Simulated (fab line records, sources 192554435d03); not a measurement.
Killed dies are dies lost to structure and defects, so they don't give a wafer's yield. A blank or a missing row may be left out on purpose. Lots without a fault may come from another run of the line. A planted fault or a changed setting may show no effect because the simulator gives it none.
A struck lot beside a sound one | flow n5_finfet | 20 steps out of a route of 1938
Sound: wafers L524.1, L524.2, L524.5. Struck: wafer L532.4. (L532.2, L532.3 of the same lot were not struck and are left out.) The cause comes at the end.
At each step with rows: each side's tool, then ch and its chambers, then its first start. Under that, the readings that differ: sound wafers | struck wafers | difference of the means | sigmas: that difference in standard deviations of wafers without a fault.
alike: readings whose means differ by less than 2 such deviations, and words and numbers that are the same on both sides. not compared: withheld readings, readings that some wafer has no value for, bounds like >300 that may hide the same value, and numbers for which the record gives no deviation and whose values overlap.
The two part at a step that has a row with sigmas, a row that says differs or no value, or rows on one side only. Numbers that don't overlap but have no deviation are shown without sigmas and don't part them. A reading that every wafer of one side lacks parts them only if that side has two wafers or more.

first, 8 steps without rows for these wafers: N5_BEOL_M13_COAT_58 (time 60 s, resist thk 89 nm); N5_BEOL_M13_COAT_04 (resist thk 400 nm); N5_BEOL_M13_EBR_06; N5_BEOL_M13_SOFTBAKE_05 (time 60 s); N5_BEOL_M13_EXPOSE_07 (exposes mask V12); N5_BEOL_M13_PEB_08 (peb time 90 s); N5_BEOL_M13_DEVELOP_09 (develop time 45 s); N5_BEOL_M13_HARDBAKE_14 (time 120 s).
N5_BEOL_M13_CD_MEAS_10: target cd 190 nm.
  sound on cd_sem-02 ch 0, day 12 06:22; struck on cd_sem-02 ch 0, day 14 20:34
  alike: cd_nm
N5_BEOL_M13_OVL_MEAS_11:
  sound on overlay-01 ch 0, day 12 06:24; struck on overlay-01 ch 0, day 14 20:35
  alike: V12_OVL
N5_BEOL_M13_INSPECT_12: inspects for defects (macro).
  sound on defect_inspect-01, day 12 06:25; struck on defect_inspect-01, day 14 20:37
  alike: raw_defect_count
N5_BEOL_M13_DESCUM_15: chemistry O2, time 7.9 s.
  sound on rie_diel-02 ch 0,2,3, day 12 06:37; struck on rie_diel-02 ch 3, day 14 20:58
  alike: chamber_pressure_mTorr, drypump_motor_current_A, oes_product_au, rf_vpp_V, showerhead_plenum_p_Torr, throttle_valve_pct
  not compared: rf_hours_counter_h
N5_BEOL_M13_ETCH_59: etches BARC in N2/H2, target depth 89 nm, overetch 26.7 nm, time 67.9 s.
  sound on rie_diel-02 ch 0,2,3, day 12 06:38; struck on rie_diel-02 ch 3, day 14 21:01
  reading                                    | sound             | struck | difference | sigmas
  model.coat_of_BEOL_M13_COAT_04.thk_nm (nm) | 319.2 314.2 315.4 | 280.8  | -35.5      |
  alike: bias_w, chamber_pressure_mTorr, drypump_motor_current_A, h2_flow_sccm, oes_product_au, rf_vpp_V, showerhead_plenum_p_Torr, throttle_valve_pct
  not compared: rf_hours_counter_h
N5_BEOL_M13_VIA_ETCH_16: etches SiOC in C4F8/O2/Ar, target depth 921.7 nm.
  sound on rie_diel-02 ch 0,2,3, day 12 06:41; struck on rie_diel-02 ch 3, day 14 21:04
  reading                                    | sound          | struck | difference | sigmas
  model.coat_of_BEOL_M13_COAT_04.thk_nm (nm) | 73.4 69.8 66.8 | 36.4   | -33.6      |
  alike: bias_w, chamber_pressure_mTorr, drypump_motor_current_A, oes_product_au, rf_vpp_V, showerhead_plenum_p_Torr, throttle_valve_pct
N5_BEOL_M13_STRIP_63: strips in N2/H2.
  sound on plasma_asher-02 ch 0,1, day 12 06:56; struck on plasma_asher-02 ch 1, day 14 21:18
  reading                      | sound             | struck | difference | sigmas
  oes_product_au (a.u.)        | 0.671 0.673 0.674 | 0.655  | -0.018     | -4
  strip_time_to_endpoint_s (s) | 28.6 27.6 26.7    | 17.2   | -10.4      | -9
  alike: chamber_pressure_mTorr, drypump_motor_current_A, h2_flow_sccm, heater_power_w
  not compared: rf_hours_counter_h
N5_BEOL_M13_STRIP_64: strips in N2/H2.
  sound on plasma_asher-02 ch 0,1, day 12 06:59; struck on plasma_asher-02 ch 1, day 14 21:22
  alike: drypump_motor_current_A, h2_flow_sccm, heater_power_w, oes_product_au, strip_time_to_endpoint_s
  not compared: rf_hours_counter_h
then, 2 steps without rows for these wafers: N5_BEOL_M13_STRIP_71 (strips in post etch residue remover, time 60 s); N5_BEOL_M13_SRD_72 (time 30 s, dry time 30 s).
N5_BEOL_M13_CD_MEAS_17: target cd 190 nm.
  sound on cd_sem-02, day 12 07:08; struck on cd_sem-01, day 14 21:31
  reading    | sound             | struck | difference | sigmas
  cd_nm (nm) | 187.5 190.8 190.0 | 199.3  | +9.9       | +6
then, 1 step without rows for these wafers: N5_BEOL_M13_COAT_65 (time 60 s, resist thk 350 nm).

WHERE THEY PART
First at N5_BEOL_M13_STRIP_63; last, within this record, at N5_BEOL_M13_CD_MEAS_17.

WHY: what the simulator had put in
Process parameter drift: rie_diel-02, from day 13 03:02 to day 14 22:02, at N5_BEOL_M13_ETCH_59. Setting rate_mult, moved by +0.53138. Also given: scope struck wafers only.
